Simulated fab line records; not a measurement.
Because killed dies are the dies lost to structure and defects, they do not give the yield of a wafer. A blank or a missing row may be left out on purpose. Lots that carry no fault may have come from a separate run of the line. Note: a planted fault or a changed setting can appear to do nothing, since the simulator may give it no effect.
Matching of chambers || flow nand-harc || 4 sister chambers for NHARC_P_CONTACT_CMP_01 on cmp-02
The step polishes SiO2, target thk 200 nm. 4 wafers are shown with their chamber, then 11 later ones without.

== WAFERS WITH THEIR CHAMBER ==
{"wafer": "L083.1", "chamber": 0, "motor-current-A (A)": 10.5}
{"wafer": "L085.4", "chamber": 3, "motor-current-A (A)": 11.8}
{"wafer": "L085.6", "chamber": 1, "motor-current-A (A)": 13.6}
{"wafer": "L087.3", "chamber": 2, "motor-current-A (A)": 11.7}

== WAFERS MISSING THEIR CHAMBER ==
{"wafer": "L087.4", "motor-current-A (A)": 11.1}
{"wafer": "L087.5", "motor-current-A (A)": 11.2}
{"wafer": "L089.3", "motor-current-A (A)": 11.4}
{"wafer": "L089.4", "motor-current-A (A)": 13.3}
{"wafer": "L089.6", "motor-current-A (A)": 13.7}
{"wafer": "L094.1", "motor-current-A (A)": 11.3}
{"wafer": "L094.2", "motor-current-A (A)": 13.0}
{"wafer": "L094.3", "motor-current-A (A)": 12.5}
{"wafer": "L097.1", "motor-current-A (A)": 13.2}
{"wafer": "L097.5", "motor-current-A (A)": 11.6}
{"wafer": "L097.6", "motor-current-A (A)": 13.2}

== THE CHAMBER EACH PASSED THROUGH ==
{"wafer": "L087.4", "from the rows above": "can't be placed: 0 or 2 or 3", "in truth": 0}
{"wafer": "L087.5", "from the rows above": "can't be placed: 2 or 3 or 0", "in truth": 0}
{"wafer": "L089.3", "from the rows above": "can't be placed: 2 or 3 or 0", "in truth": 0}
{"wafer": "L089.4", "from the rows above": 1, "in truth": 1}
{"wafer": "L089.6", "from the rows above": 1, "in truth": 1}
{"wafer": "L094.1", "from the rows above": "can't be placed: 2 or 3 or 0", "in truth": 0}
{"wafer": "L094.2", "from the rows above": "can't be placed: 1 or 3 or 2", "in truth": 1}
{"wafer": "L094.3", "from the rows above": "can't be placed: 3 or 2 or 1", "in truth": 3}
{"wafer": "L097.1", "from the rows above": 1, "in truth": 1}
{"wafer": "L097.5", "from the rows above": "can't be placed: 2 or 3", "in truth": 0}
{"wafer": "L097.6", "from the rows above": 1, "in truth": 1}
Correct placement for 4 of the 11. Unplaceable from these rows: 7, with the true chamber sitting among the candidates in 6. Number placed wrongly: 0.
How it was worked out, from the rows above alone: a wafer's distance from a chamber is the root of the sum, over the readings, of the square of ((its reading less the chamber's mean) divided by the reading's scatter). If the next closest chamber is less than 2 further off than the closest, the wafer can't be placed; otherwise it belongs to the closest. A chamber's mean is the mean of its shown wafers. The scatter: root of mean squared gap, hidden wafer to nearest shown wafer, with one shown wafer a chamber.
